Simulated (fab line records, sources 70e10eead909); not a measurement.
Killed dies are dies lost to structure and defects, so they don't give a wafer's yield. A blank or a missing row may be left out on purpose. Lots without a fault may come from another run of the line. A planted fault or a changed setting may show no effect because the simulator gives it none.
One fault seen from 2 desks | flow nand_harc | each desk has only its own numbers; what lay behind them comes last

THE METROLOGY DESK
What the gauges read, lot by lot, whatever tool the lot ran on: means of the sampled wafers that have a number. A lot is out of limits, marked OUT, if its mean lies more than 4 standard deviations from the usual mean; the brackets give that distance.
Columns: A = cd_nm at NHARC_A_M1_CD_MEAS_09, usual 120.0 nm
lot  | first seen here | A
L202 | day 23 09:46    | 120.2
L204 | day 23 15:58    | 120.4
L201 | day 23 18:36    | 119.7
L203 | day 23 19:09    | 120.4
L210 | day 26 21:49    | 120.0
L212 | day 27 08:07    | 120.4
L215 | day 28 20:47    | 122.7 (+4.6) OUT
L217 | day 30 11:32    | 122.5 (+4.2) OUT
L219 | day 31 02:29    | 119.3
L222 | day 32 03:52    | 119.6
L223 | day 32 04:14    | 120.2
This desk's finding: out of limits on L215, L217; first on L215, day 28 20:47 (cd_nm at NHARC_A_M1_CD_MEAS_09). In limits: L202, L204, L201, L203, L210, L212, L219, L222, L223.

THE TOOL OWNER'S DESK: arfi_scanner-02
The tool's own readings at NHARC_A_M1_EXPOSE_06 (exposes mask A M1, target cd 120 nm): means of the sampled wafers that have a number, for each lot that ran on this tool. A lot is out of limits, marked OUT, if its mean lies more than 4 standard deviations from the usual mean; the brackets give that distance.
Columns: A = exposure_dose_mJ_cm2 at NHARC_A_M1_EXPOSE_06, usual 75.05; B = reticle_temp_C at NHARC_A_M1_EXPOSE_06, usual 23.02 C
lot  | first seen here | A               | B
L203 | day 23 19:01    | 75.18           | 23.20
L212 | day 27 07:58    | 75.12           | 23.11
L215 | day 28 20:38    | 78.03 (+40) OUT | 23.06
L217 | day 30 11:24    | 77.46 (+33) OUT | 23.06
This desk's finding: out of limits on L215, L217; first on L215, day 28 20:38 (exposure_dose_mJ_cm2 at NHARC_A_M1_EXPOSE_06). In limits: L203, L212.

PUT TOGETHER
The tool owner's desk could have raised an alarm at day 28 20:38, on L215, L217.
The metrology desk could have raised an alarm at day 28 20:47, on L215, L217.
Of the lots named, all ran NHARC_A_M1_EXPOSE_06 on arfi_scanner-02.

WHAT THE SIMULATOR HAD PUT IN
Process parameter drift: arfi_scanner-02, from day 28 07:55 on, at NHARC_A_M1_EXPOSE_06. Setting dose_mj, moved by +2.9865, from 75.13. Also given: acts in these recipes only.
Lots struck among those shown: L215, L217.
Hours from the fault's start to each desk's first reading out of limits: the tool owner's desk, 13; the metrology desk, 13.
